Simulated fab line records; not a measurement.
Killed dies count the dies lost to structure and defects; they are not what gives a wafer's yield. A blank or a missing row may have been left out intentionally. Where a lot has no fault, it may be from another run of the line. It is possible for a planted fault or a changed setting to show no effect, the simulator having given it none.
fab line records	flow n5-finfet	part 1 of 2: steps 1 to 25 of 38
record lots=5	wafers=15	last-day=18
route steps=1938 shown BEOL_M12@1650 BEOL_M13@1659
lots that met no fault: from a run of the same line without faults
start-h: hours from the record's opening day to when the first of the lot's shown wafers began	wait-h: hours elapsed since this lot's preceding step	" the same as in the row above	L1.1+2: one row covering several wafers at once	- either no value or no given start	* or withheld: withheld	< > ~ a bound
route shown NAME@n: names a module that has steps shown in the file, with the first one's number in the route	usual: the fault-free wafers' mean and standard deviation	same: alike in all rows	chamber/n: place in a boat	sites: each site's reading	_std_site: standard deviation of those values	_edge_site: the outer-site mean with the inner-site mean subtracted	radius-mm: how far each site lies from the wafer's centre	mask NAME#n: copy n	behind: the tool/chamber that last shaped the wafer	hold: why the lot went on hold/how many hours it stayed there/how the hold came to an end	device: names the non-switching transistor (n, p or np)	end of line: the same wafers' tests at the end of the route	a step given without rows: its recipe and nothing more	killed: dies that structure and defects cost at the first sort, which is not the same as the wafer's yield	map: shows each die of a wafer: x if killed, . if not, _ if none is there
set.NAME: setting as actually run; set.NAME@STEP: the setting as run at that earlier step	model.NAME: the simulator's own value behind a step, which no gauge read
certain route steps with their lots: each step a table, each wafer a row
services: the hour from which a tool's chamber was out of use, counted from the record's first day as start-h (under 0 if before that day), plus the number of hours and why
## steps
# step N5_BEOL_M12_SPUTTER_45
# recipe material=Cu	target-thk-a=800	temp-c=-20	bias-v=60	power-w=26000	chamber-pressure-pa=0.13	time-s=13.33
# usual chamber-pressure-pa=0.13003/0.00028	throttle-valve-pct=29.9/1.2
lot.wafer	tool	chamber	start-h	wait-h	chamber-pressure-pa	throttle-valve-pct
L084.2	pvd-sputter-01	-	294.39	0.0	0.12998	30.0
L084.4	"	-	"	"	0.13	29.4
L084.6	"	-	"	"	0.12984	29.2
L089.2	pvd-sputter-02	-	330.79	0.0	0.1301	30.5
L089.3	"	-	"	"	0.1296	29.3
L089.5	"	-	"	"	0.13005	28.0
L091.1	pvd-sputter-01	-	338.05	0.0	0.12999	30.4
L091.3	"	-	"	"	0.12996	32.5
L091.4	"	-	"	"	0.13027	29.8
L096.1	pvd-sputter-01	-	372.93	0.0	0.12992	32.4
L096.2	"	-	"	"	0.13056	29.2
L096.5	"	-	"	"	0.13019	28.9
L097.1	pvd-sputter-03	-	390.43	0.0	0.13041	31.2
L097.4	"	-	"	"	0.13061	30.8
L097.6	"	-	"	"	0.13022	28.2
# step N5_BEOL_M12_ECD_47
# recipe material=Cu	target-thk-a=7200
lot.wafer	tool	chamber	start-h	wait-h
L084.2+4+6	ecd-cu-01	0,0,1	294.51	0.1
L089.2+3+5	ecd-cu-02	0,1,1	330.91	0.1
L091.1+3+4	ecd-cu-02	1,0,1	338.17	0.1
L096.1+2+5	ecd-cu-01	0,1,0	373.06	0.1
L097.1+4+6	ecd-cu-02	0	390.55	0.1
# step N5_BEOL_M12_ANNEAL_48
# recipe temp-c=225	time-s=90	ambient=N2
# usual wafer_temp_C_max=226.3/0.35
lot.wafer	tool	chamber	start-h	wait-h	wafer_temp_C_max
L084.2	rtp-anneal-02	0	294.87	0.3	227.3
L084.4	"	0	"	"	226.4
L084.6	"	0	"	"	226.9
L089.2	rtp-anneal-01	0	331.11	0.2	226.2
L089.3	"	0	"	"	225.6
L089.5	"	0	"	"	226.2
L091.1	rtp-anneal-02	0	339.89	1.7	226.8
L091.3	"	0	"	"	226.7
L091.4	"	0	"	"	226.5
L096.1	rtp-anneal-02	0	373.20	0.1	226.0
L096.2	"	0	"	"	226.3
L096.5	"	0	"	"	226.0
L097.1	rtp-anneal-02	0	391.08	0.5	227.0
L097.4	"	0	"	"	226.6
L097.6	"	0	"	"	226.3
# step N5_BEOL_M12_CMP_49
# recipe stop-on=SiOC	t-overpolish-s=20.6	down-force-psi=1	platen-rpm=50	clearing-platen-down-force-psi=1.5	clearing-platen-rpm=50	post-cmp-clean=cu-alkaline	target-thk-nm=320	clearing-platen-pad-velocity-m-s=0.99484	pad-velocity-m-s=0.99484
# usual barrier-field-endpoint-s=30.0/0.67	clearing-platen-rpm=49.997/0.024	motor-current-A=6.0/0.39	overpolish-run-s=20.601/0.0096
lot.wafer	tool	chamber	start-h	wait-h	barrier-field-endpoint-s	clearing-platen-rpm	motor-current-A	overpolish-run-s
L084.2	cmp-02	0	295.14	0.2	29.1	49.987	5.8	20.591
L084.4	"	2	"	"	29.9	50.013	5.9	20.599
L084.6	"	0	"	"	29.7	50.020	5.7	20.592
L089.2	cmp-02	2	331.36	0.2	30.9	49.981	6.2	20.619
L089.3	"	0	"	"	30.2	49.970	5.7	20.592
L089.5	"	3	"	"	30.4	50.042	6.1	20.607
L091.3	cmp-02	3	340.66	0.6	29.7	49.994	6.5	20.594
L091.1	"	1	"	"	29.9	49.988	6.5	20.619
L091.4	"	2	"	"	29.3	50.034	5.5	20.594
L096.2	cmp-03	3	373.57	0.3	30.1	49.992	6.3	20.605
L096.1	"	0	"	"	30.7	50.000	6.7	20.610
L096.5	"	2	"	"	29.6	49.979	5.7	20.612
L097.1	cmp-04	1	391.52	0.4	29.5	49.990	5.6	20.613
L097.4	"	2	"	"	28.9	50.004	5.3	20.593
L097.6	"	1	"	"	29.1	49.980	5.8	20.596
# step N5_BEOL_M12_THK_MEAS_50
# recipe thk-meas-gauge=xrf	reads=Cu_of_BEOL_M12_ECD_47
# usual M12_THK=313/7.2
lot.wafer	tool	chamber	start-h	wait-h	M12_THK[nm]
L084.2	film-metro-01	-	295.43	-	313
L084.4	"	-	"	"	312
L084.6	"	-	"	"	314
L089.2	film-metro-02	-	331.66	-	315
L089.3	"	-	"	"	311
L089.5	"	-	"	"	306
L091.1	film-metro-01	-	341.04	-	315
L091.3	"	-	"	"	324
L091.4	"	-	"	"	322
L096.1	film-metro-01	-	373.79	-	317
L096.2	"	-	"	"	314
L096.5	"	-	"	"	323
L097.1	film-metro-02	-	391.82	-	319
L097.4	"	-	"	"	326
L097.6	"	-	"	"	315
# step N5_BEOL_M12_PRE_CLEAN_52
# recipe gas=NH3	time-s=15	temp-c=withheld	rf-power-w=300
lot.wafer	tool	chamber	start-h	wait-h	since-wet-clean-h
L084.2	pecvd-01	2	295.47	0.0	64
L084.4	"	2	"	"	-
L084.6	"	1	"	"	-
L089.2	pecvd-01	0	331.70	0.0	854
L089.3	"	1	"	"	1579
L089.5	"	2	"	"	-
L091.1	pecvd-04	1	341.08	0.0	2132
L091.3	"	2	"	"	653
L091.4	"	0	"	"	-
L096.1	pecvd-02	0	373.83	0.0	1259
L096.2	"	1	"	"	1984
L096.5	"	1	"	"	-
L097.1	pecvd-02	0	391.85	0.0	1277
L097.4	"	0	"	"	-
L097.6	"	2	"	"	-
# step N5_BEOL_M12_DEP_53
# recipe material=SiCN	target-thk-a=300	temp-c=withheld	precursor=3MS/NH3	pressure-torr=3	rf-w=675	time-s=10.5
# usual showerhead-plenum-p-Torr=4.153/0.025	throttle-valve-pct=17.9/0.58
lot.wafer	tool	chamber	start-h	wait-h	showerhead-plenum-p-Torr	since-wet-clean-h	throttle-valve-pct
L084.2	pecvd-01	2	295.50	0.0	4.180	64	17.6
L084.4	"	2	"	"	4.173	-	17.8
L084.6	"	1	"	"	4.158	-	18.9
L089.2	pecvd-01	0	331.72	0.0	4.150	854	18.0
L089.3	"	1	"	"	4.152	1579	18.7
L089.5	"	2	"	"	4.175	-	17.7
L091.1	pecvd-04	1	341.10	0.0	4.139	2132	18.7
L091.3	"	2	"	"	4.190	653	18.8
L091.4	"	0	"	"	4.116	-	17.5
L096.1	pecvd-02	0	373.85	0.0	4.162	1259	17.6
L096.2	"	1	"	"	4.116	1984	17.8
L096.5	"	1	"	"	4.124	-	18.1
L097.1	pecvd-02	0	391.88	0.0	4.157	1277	17.4
L097.4	"	0	"	"	4.157	-	17.5
L097.6	"	2	"	"	4.165	-	17.3
# step N5_BEOL_M12_RS_MEAS_54
# recipe thk-meas-gauge=four-point-probe	reads=Cu_of_BEOL_M12_ECD_47+Ta_of_BEOL_M12_SPUTTER_44+TaN_of_BEOL_M12_SPUTTER_43
# usual M12_RS=0.0602/0.0013
lot.wafer	tool	chamber	start-h	wait-h	M12_RS[ohm/sq]
L084.2	film-metro-01	-	295.56	0.0	0.0598
L084.4	"	-	"	"	0.0600
L084.6	"	-	"	"	0.0594
L089.2	film-metro-01	-	331.78	0.0	0.0599
L089.3	"	-	"	"	0.0606
L089.5	"	-	"	"	0.0616
L091.1	film-metro-02	-	341.16	0.0	0.0603
L091.3	"	-	"	"	0.0585
L091.4	"	-	"	"	0.0588
L096.1	film-metro-02	-	373.92	0.0	0.0599
L096.2	"	-	"	"	0.0604
L096.5	"	-	"	"	0.0585
L097.1	film-metro-01	-	391.94	0.0	0.0593
L097.4	"	-	"	"	0.0582
L097.6	"	-	"	"	0.0604
# step N5_BEOL_M12_INSPECT_55
# recipe inspect-instrument=darkfield	mode=post-dep
# usual raw-defect-count=69/21
lot.wafer	tool	chamber	start-h	wait-h	raw-defect-count
L084.2	defect-inspect-02	-	295.58	0.0	66
L084.4	"	-	"	"	75
L084.6	"	-	"	"	41
L089.2	defect-inspect-01	-	331.81	0.0	67
L089.3	"	-	"	"	109
L089.5	"	-	"	"	73
L091.1	defect-inspect-02	-	341.19	0.0	61
L091.3	"	-	"	"	58
L091.4	"	-	"	"	73
L096.1	defect-inspect-02	-	373.94	0.0	84
L096.2	"	-	"	"	46
L096.5	"	-	"	"	73
L097.1	defect-inspect-02	-	391.97	0.0	59
L097.4	"	-	"	"	53
L097.6	"	-	"	"	42
# step N5_BEOL_M13_ILD_DEP_00
# recipe material=SiOC	target-thk-a=8379.2	temp-c=350	precursor=DEMS/O2	pressure-torr=5	rf-w=500	time-s=166.4
# usual heater-power-w=461/42	showerhead-plenum-p-Torr=5.703/0.02	throttle-valve-pct=11.9/0.36
lot.wafer	tool	chamber	start-h	wait-h	heater-power-w	showerhead-plenum-p-Torr	since-wet-clean-h	throttle-valve-pct
L084.2	pecvd-03	1	295.62	0.0	451	5.687	1725	12.3
L084.4	"	1	"	"	493	5.700	-	12.3
L084.6	"	0	"	"	420	5.735	-	11.5
L089.2	pecvd-04	2	331.85	0.0	386	5.700	644	11.9
L089.3	"	1	"	"	436	5.677	2123	12.0
L089.5	"	0	"	"	384	5.672	-	11.4
L091.1	pecvd-01	1	341.23	0.0	444	5.694	1589	12.3
L091.3	"	0	"	"	515	5.687	864	11.9
L091.4	"	0	"	"	422	5.675	-	11.7
L096.1	pecvd-04	1	373.98	0.0	412	5.678	2165	12.2
L096.2	"	2	"	"	470	5.713	686	12.4
L096.5	"	0	"	"	446	5.675	-	11.8
L097.1	pecvd-01	1	392.00	0.0	543	5.700	1640	12.4
L097.4	"	0	"	"	547	5.697	-	12.1
L097.6	"	1	"	"	435	5.683	-	12.6
# step N5_BEOL_M13_THK_MEAS_01
# recipe reads=SiOC_of_BEOL_M13_ILD_DEP_00
# usual M13_ILD_THK=838/13
lot.wafer	tool	chamber	start-h	wait-h	M13_ILD_THK[nm]
L084.2	film-metro-01	-	295.94	0.3	833
L084.4	"	-	"	"	849
L084.6	"	-	"	"	851
L089.2	film-metro-01	-	332.00	0.1	826
L089.3	"	-	"	"	838
L089.5	"	-	"	"	836
L091.1	film-metro-02	-	341.38	0.1	833
L091.3	"	-	"	"	834
L091.4	"	-	"	"	845
L096.1	film-metro-01	-	374.13	0.1	806
L096.2	"	-	"	"	813
L096.5	"	-	"	"	823
L097.1	film-metro-01	-	392.16	0.1	832
L097.4	"	-	"	"	835
L097.6	"	-	"	"	837
# step N5_BEOL_M13_COAT_58
# recipe resist=BARC	temp-c=205	time-s=60	spin-rpm=1500	resist-thk-nm=89
lot.wafer	tool	chamber	start-h	wait-h
L084.2+4+6	litho-track-03	0	295.97	0.0
L089.2+3+5	litho-track-05	0	332.03	0.0
L091.1+3+4	litho-track-03	0	341.41	0.0
L096.1+2+5	litho-track-05	0	374.16	0.0
L097.1+4+6	litho-track-02	0	392.19	0.0
# step N5_BEOL_M13_COAT_04
# recipe spin-rpm=1625	resist-thk-nm=400
lot.wafer	tool	chamber	start-h	wait-h
L084.2+4+6	litho-track-03	0	-	-
L089.2+3+5	litho-track-05	0	-	-
L091.1+3+4	litho-track-03	0	-	-
L096.1+2+5	litho-track-05	0	-	-
L097.1+4+6	litho-track-02	0	-	-
# step N5_BEOL_M13_EBR_06
# recipe solvent=PGMEA	ebr-width-mm=1.5
lot.wafer	tool	chamber	start-h	wait-h
L084.2+4+6	litho-track-03	0	-	-
L089.2+3+5	litho-track-05	0	-	-
L091.1+3+4	litho-track-03	0	-	-
L096.1+2+5	litho-track-05	0	-	-
L097.1+4+6	litho-track-02	0	-	-
# step N5_BEOL_M13_SOFTBAKE_05
# recipe temp-c=130	time-s=60
lot.wafer	tool	chamber	start-h	wait-h
L084.2+4+6	litho-track-03	0	-	-
L089.2+3+5	litho-track-05	0	-	-
L091.1+3+4	litho-track-03	0	-	-
L096.1+2+5	litho-track-05	0	-	-
L097.1+4+6	litho-track-02	0	-	-
# step N5_BEOL_M13_EXPOSE_07
# recipe mask-id=V12	na=0.93	source-shape=conventional	sigma-outer=0.6	polarization=unpolarized	attpsm-phase-deg=180	dose-mj=24.8
# same na=0.93
lot.wafer	tool	chamber	start-h	wait-h	mask
L084.2+4+6	krf-scanner-01	0	296.08	-	V12#0
L089.2+3+5	krf-scanner-02	0	332.13	-	V12#0
L091.1+3+4	krf-scanner-01	0	341.63	-	V12#0
L096.1+2+5	krf-scanner-01	0	374.39	-	V12#0
L097.1+4+6	krf-scanner-02	0	392.42	-	V12#0
# step N5_BEOL_M13_PEB_08
# recipe peb-temp-c=130	peb-time-s=90
lot.wafer	tool	chamber	start-h	wait-h
L084.2+4+6	litho-track-05	0	296.13	0.0
L089.2+3+5	litho-track-05	0	332.19	0.0
L091.1+3+4	litho-track-02	0	341.69	0.1
L096.1+2+5	litho-track-02	0	374.44	0.1
L097.1+4+6	litho-track-03	0	392.47	0.1
# step N5_BEOL_M13_DEVELOP_09
# recipe develop-time-s=45	rinse-liquid=diw	dry=air-spin	dev-temp-c=21
lot.wafer	tool	chamber	start-h	wait-h
L084.2+4+6	litho-track-05	0	-	-
L089.2+3+5	litho-track-05	0	-	-
L091.1+3+4	litho-track-02	0	-	-
L096.1+2+5	litho-track-02	0	-	-
L097.1+4+6	litho-track-03	0	-	-
# step N5_BEOL_M13_HARDBAKE_14
# recipe temp-c=130	time-s=120
lot.wafer	tool	chamber	start-h	wait-h
L084.2+4+6	litho-track-05	0	-	-
L089.2+3+5	litho-track-05	0	-	-
L091.1+3+4	litho-track-02	0	-	-
L096.1+2+5	litho-track-02	0	-	-
L097.1+4+6	litho-track-03	0	-	-
# step N5_BEOL_M13_CD_MEAS_10
# recipe target-cd-nm=190	landing-energy-ev=500	detector=se-inlens	polarity=opening
# usual cd-nm=189.8/1.8
lot.wafer	tool	chamber	start-h	wait-h	cd-nm
L084.2	cd-sem-03	0	296.25	-	184.5
L084.4	"	0	"	"	187.0
L084.6	"	0	"	"	186.1
L089.2	cd-sem-01	0	332.30	-	187.7
L089.3	"	0	"	"	187.5
L089.5	"	0	"	"	187.9
L091.1	cd-sem-01	0	341.80	-	188.5
L091.3	"	0	"	"	188.5
L091.4	"	0	"	"	188.7
L096.1	cd-sem-01	0	374.56	-	189.5
L096.2	"	0	"	"	189.3
L096.5	"	0	"	"	188.7
L097.1	cd-sem-03	0	392.59	-	187.9
L097.4	"	0	"	"	188.7
L097.6	"	0	"	"	188.1
# step N5_BEOL_M13_OVL_MEAS_11
# recipe points-per-wafer=44
# usual V12_OVL=2/5.8
lot.wafer	tool	chamber	start-h	wait-h	V12_OVL[nm]
L084.2	overlay-01	0	296.27	0.0	2
L084.4	"	0	"	"	9
L084.6	"	0	"	"	9
L089.2	overlay-02	0	332.33	0.0	-9
L089.3	"	0	"	"	2
L089.5	"	0	"	"	7
L091.1	overlay-02	0	341.84	0.0	-2
L091.3	"	0	"	"	-4
L091.4	"	0	"	"	5
L096.1	overlay-01	0	374.59	0.0	3
L096.2	"	0	"	"	-8
L096.5	"	0	"	"	1
L097.1	overlay-02	0	392.62	0.0	1
L097.4	"	0	"	"	-1
L097.6	"	0	"	"	-3
# step N5_BEOL_M13_INSPECT_12
# recipe mode=adi	inspect-instrument=macro
# usual raw-defect-count=2.2/1.4
lot.wafer	tool	chamber	start-h	wait-h	raw-defect-count
L084.2	defect-inspect-01	-	296.30	0.0	1
L084.4	"	-	"	"	1
L084.6	"	-	"	"	3
L089.2	defect-inspect-01	-	332.36	0.0	1
L089.3	"	-	"	"	2
L089.5	"	-	"	"	3
L091.1	defect-inspect-01	-	341.86	0.0	2
L091.3	"	-	"	"	5
L091.4	"	-	"	"	1
L096.1	defect-inspect-01	-	374.61	0.0	1
L096.2	"	-	"	"	1
L096.5	"	-	"	"	0
L097.1	defect-inspect-02	-	392.64	0.0	1
L097.4	"	-	"	"	4
L097.6	"	-	"	"	2
# step N5_BEOL_M13_DESCUM_15
# recipe chemistry=O2	time-s=7.9	source-power-w=50	bias-power-w=20	pressure-mtorr=20	rf-frequency-hz=2.712e+07	temp-c=40	o2-flow-sccm=225
# usual drypump-motor-current-A=5.5/0.43	oes-product-au=0.81/0.083	rf-vpp-V=242.7/1.4	showerhead-plenum-p-Torr=2.06/0.065	throttle-valve-pct=20.22/0.19
lot.wafer	tool	chamber	start-h	wait-h	drypump-motor-current-A	oes-product-au	rf-hours-counter-h	rf-vpp-V	showerhead-plenum-p-Torr	throttle-valve-pct
L084.2	rie-diel-01	3	296.33	0.0	5.6	0.73	190	244.8	2.16	20.23
L084.4	"	0	"	"	5.0	0.87	38	244.1	2.05	20.08
L084.6	"	2	"	"	5.2	0.74	-	241.6	2.01	20.41
L089.2	rie-diel-01	0	332.39	0.0	5.0	0.86	49	243.3	2.05	20.10
L089.3	"	1	"	"	5.8	0.80	120	242.4	2.01	20.16
L089.5	"	0	"	"	5.0	0.86	-	241.9	2.05	20.13
L091.1	rie-diel-03	3	341.89	0.0	5.7	0.92	17	242.4	2.05	20.30
L091.3	"	0	"	"	6.1	0.92	24	241.7	2.03	19.82
L091.4	"	1	"	"	6.3	0.86	36	244.8	2.13	20.57
L096.1	rie-diel-03	3	374.65	0.0	5.7	0.90	28	242.1	2.05	20.33
L096.2	"	2	"	"	5.0	0.85	68	244.9	2.10	20.05
L096.5	"	1	"	"	6.3	0.85	-	243.7	2.13	20.58
L097.1	rie-diel-01	3	392.68	0.0	5.6	0.71	218	245.4	2.15	20.27
L097.4	"	2	"	"	5.2	0.71	201	240.9	2.00	20.45
L097.6	"	3	"	"	5.5	0.71	-	244.4	2.15	20.27
# step N5_BEOL_M13_ETCH_59
# recipe chemistry=N2/H2	target=BARC	target-depth-a=890	overetch-a=267	time-s=67.9	ion-energy-ev=200	pressure-mtorr=30	source-w=840	bias-w=150	n2-flow-sccm=200	h2-flow-sccm=200
# usual drypump-motor-current-A=5.6/0.43	oes-product-au=0.69/0.065	rf-vpp-V=522.8/2.4	showerhead-plenum-p-Torr=2.51/0.085	throttle-valve-pct=17.74/0.18
lot.wafer	tool	chamber	start-h	wait-h	drypump-motor-current-A	oes-product-au	rf-hours-counter-h	rf-vpp-V	showerhead-plenum-p-Torr	throttle-valve-pct
L084.2	rie-diel-01	3	296.37	0.0	5.6	0.63	190	525.4	2.64	17.85
L084.4	"	0	"	"	5.0	0.75	38	522.5	2.50	17.62
L084.6	"	2	"	"	5.2	0.64	-	520.5	2.43	17.82
L089.2	rie-diel-01	0	332.42	0.0	4.9	0.75	49	522.0	2.49	17.62
L089.3	"	1	"	"	5.8	0.68	120	520.8	2.46	17.73
L089.5	"	0	"	"	4.9	0.74	-	523.7	2.49	17.63
L091.1	rie-diel-03	3	341.93	0.0	5.7	0.77	17	522.9	2.50	17.83
L091.3	"	0	"	"	6.1	0.77	24	523.1	2.48	17.34
L091.4	"	1	"	"	6.3	0.73	36	525.1	2.59	18.01
L096.1	rie-diel-03	3	374.68	0.0	5.7	0.75	28	520.2	2.50	17.84
L096.2	"	2	"	"	5.0	0.71	69	525.8	2.59	17.61
L096.5	"	1	"	"	6.3	0.72	-	524.6	2.58	18.03
L097.1	rie-diel-01	3	392.71	0.0	5.6	0.62	218	526.9	2.63	17.91
L097.4	"	2	"	"	5.2	0.62	201	521.5	2.41	17.86
L097.6	"	3	"	"	5.6	0.61	-	525.7	2.63	17.91
# step N5_BEOL_M13_VIA_ETCH_16
# recipe chemistry=C4F8/O2/Ar	target=SiOC	pressure-mtorr=30	source-w=3000	bias-w=700	Ar_flow_sccm=400	C4F8_flow_sccm=15	O2_flow_sccm=8	he-inner-torr=15	he-outer-torr=30	target-depth-a=9217	time-s=withheld	ion-energy-ev=250	ends=cleared
# usual C4F8_flow_sccm=15.00/0.041	drypump-motor-current-A=5.6/0.43	oes-product-au=0.73/0.073	rf-vpp-V=664/3.1	showerhead-plenum-p-Torr=3.37/0.11	throttle-valve-pct=24.04/0.18
lot.wafer	tool	chamber	start-h	wait-h	C4F8_flow_sccm	drypump-motor-current-A	oes-product-au	rf-vpp-V	showerhead-plenum-p-Torr	throttle-valve-pct
L084.2	rie-diel-01	3	296.42	0.0	15.07	5.6	0.66	668	3.54	24.09
L084.4	"	0	"	"	15.06	5.0	0.79	664	3.37	23.97
L084.6	"	2	"	"	15.04	5.2	0.67	661	3.28	24.11
L089.2	rie-diel-01	0	332.48	0.0	15.00	4.9	0.78	665	3.37	24.00
L089.3	"	1	"	"	15.04	5.8	0.71	662	3.32	24.03
L089.5	"	0	"	"	15.06	4.9	0.77	664	3.37	23.98
L091.1	rie-diel-03	3	341.98	0.0	14.99	5.7	0.84	661	3.36	24.12
L091.3	"	0	"	"	15.01	6.0	0.83	664	3.33	23.63
L091.4	"	1	"	"	14.97	6.3	0.78	666	3.48	24.41
L096.1	rie-diel-03	3	374.73	0.0	15.07	5.7	0.81	663	3.35	24.16
L096.2	"	2	"	"	14.98	5.1	0.76	666	3.43	23.80
L096.5	"	1	"	"	14.97	6.3	0.77	668	3.48	24.41
L097.1	rie-diel-01	3	392.76	0.0	15.03	5.6	0.63	668	3.53	24.14
L097.4	"	2	"	"	14.97	5.2	0.64	661	3.26	24.15
L097.6	"	3	"	"	14.96	5.6	0.63	667	3.53	24.13
